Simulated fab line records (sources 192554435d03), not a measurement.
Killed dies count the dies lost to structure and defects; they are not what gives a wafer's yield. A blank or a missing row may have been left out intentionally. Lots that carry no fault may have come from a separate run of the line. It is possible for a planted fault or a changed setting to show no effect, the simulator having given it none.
Split-lot study + flow n5-finfet + 21 wafers read across 7 lots, on a route 1938 steps long

## THE SPLIT ITSELF
At N5_BEOL_M12_CMP_49 (polishes, stops on SiOC, t overpolish 20.6 s, target thk 320 nm), the setting down-force-psi was moved away from the recipe's 1 psi on 9 of the 21 wafers read, by -20.7% to +21.2%. The other wafers ran this setting at the recipe's value.

The reading comes from the split's own step.

## THE READING
barrier-field-endpoint-s, in s, at N5_BEOL_M12_CMP_49 (polishes, stops on SiOC, t overpolish 20.6 s, target thk 320 nm). Fault-free wafers of this fab line usually give 30.1 s, standard deviation 0.73 s.

| wafer  | tool, chamber at the split | down-force-psi as run, psi | against the recipe | barrier-field-endpoint-s, s | against lot-mates on the recipe |
|--------|----------------------------|----------------------------|--------------------|-----------------------------|---------------------------------|
| L074.1 | cmp-02, 1                  | 1.177                      | +17.7%             | 26.4                        | -5.1                            |
| L074.2 | cmp-02, 3                  | 1.177                      | +17.7%             | 26.1                        | -5.4                            |
| L074.5 | cmp-02, 0                  | 1                          | recipe             | 31.5                        | -                               |
| L080.2 | cmp-04, 2                  | 0.7935                     | -20.7%             | 38.1                        | +8.5                            |
| L080.1 | cmp-04, 3                  | 1                          | recipe             | 29.6                        | -                               |
| L080.5 | cmp-04, 1                  | 1                          | recipe             | 29.7                        | -                               |
| L081.1 | cmp-01, 0                  | 0.8065                     | -19.4%             | 36.6                        | +7.0                            |
| L081.2 | cmp-01, 3                  | 1                          | recipe             | 29.6                        | -                               |
| L081.5 | cmp-01, 0                  | 0.8065                     | -19.4%             | 37.6                        | +8.0                            |
| L084.4 | cmp-04, 2                  | 1.212                      | +21.2%             | 24.4                        | -4.7                            |
| L084.2 | cmp-04, 3                  | 1                          | recipe             | 29.1                        | -                               |
| L084.1 | cmp-04, 0                  | 1.212                      | +21.2%             | 22.9                        | -6.2                            |
| L086.3 | cmp-01, 3                  | 1                          | recipe             | 30.7                        | -                               |
| L086.1 | cmp-01, 1                  | 1                          | recipe             | 29.4                        | -                               |
| L086.5 | cmp-01, 3                  | 1                          | recipe             | 30.9                        | -                               |
| L087.3 | cmp-04, 1                  | 1.085                      | +8.5%              | 26.9                        | -2.1                            |
| L087.5 | cmp-04, 1                  | 1                          | recipe             | 29.0                        | -                               |
| L087.6 | cmp-04, 2                  | 1.085                      | +8.5%              | 28.2                        | -0.8                            |
| L091.4 | cmp-02, 0                  | 1                          | recipe             | 30.1                        | -                               |
| L091.5 | cmp-02, 1                  | 1                          | recipe             | 29.7                        | -                               |
| L091.6 | cmp-02, 2                  | 1                          | recipe             | 29.2                        | -                               |

FIT RESULTS
A straight line over all 21 wafers: barrier-field-endpoint-s changes by -0.315 s for each +1% of down-force-psi; r = -0.97; the points scatter about the line by 0.99 s.
The same after taking each lot's own level away (the mean of its wafers on the recipe; 21 wafers): -0.325 s for each +1%; r = -0.98; scatter 0.82 s.
The reading moves by 6.9 s for the largest change in down-force-psi, on that fit.
From 29.00 to 31.50 s: that is the span of the lots' own levels, equal to 3.4 times the standard deviation above.
The two slopes are in agreement: the lot-to-lot level therefore moves the slope only a little.
Check: with one of the wafers moved furthest among these (+21.2%) left out of the fit, the line predicts -6.76 s for it against its lot-mates. It came out at -4.7 s against them.
Tool readings at the split's step, against how far the setting was moved: barrier-field-endpoint-s r = -0.97.

## ADDITIONAL SPLITS CARRIED BY THESE WAFERS
Before the reading, these wafers also passed through other splits. Each is held against what the fit with the lots' levels taken away leaves over:
| other split on the same wafers    | wafers away from the commonest value | r with barrier-field-endpoint-s (lot level and that fit taken away) |
|-----------------------------------|--------------------------------------|---------------------------------------------------------------------|
| N5_BEOL_M8_HM_DEP_02 target-thk-a | 5                                    | -0.18                                                               |
| N5_BEOL_M9_PECVD_70 temp-c        | 10                                   | -0.17                                                               |
| N5_BEOL_M11_EXPOSE_25 dose-mj     | 10                                   | -0.22                                                               |

## FILE'S OWN FIT
barrier-field-endpoint-s changes by -0.332 s for each +1% of down-force-psi, r = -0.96.
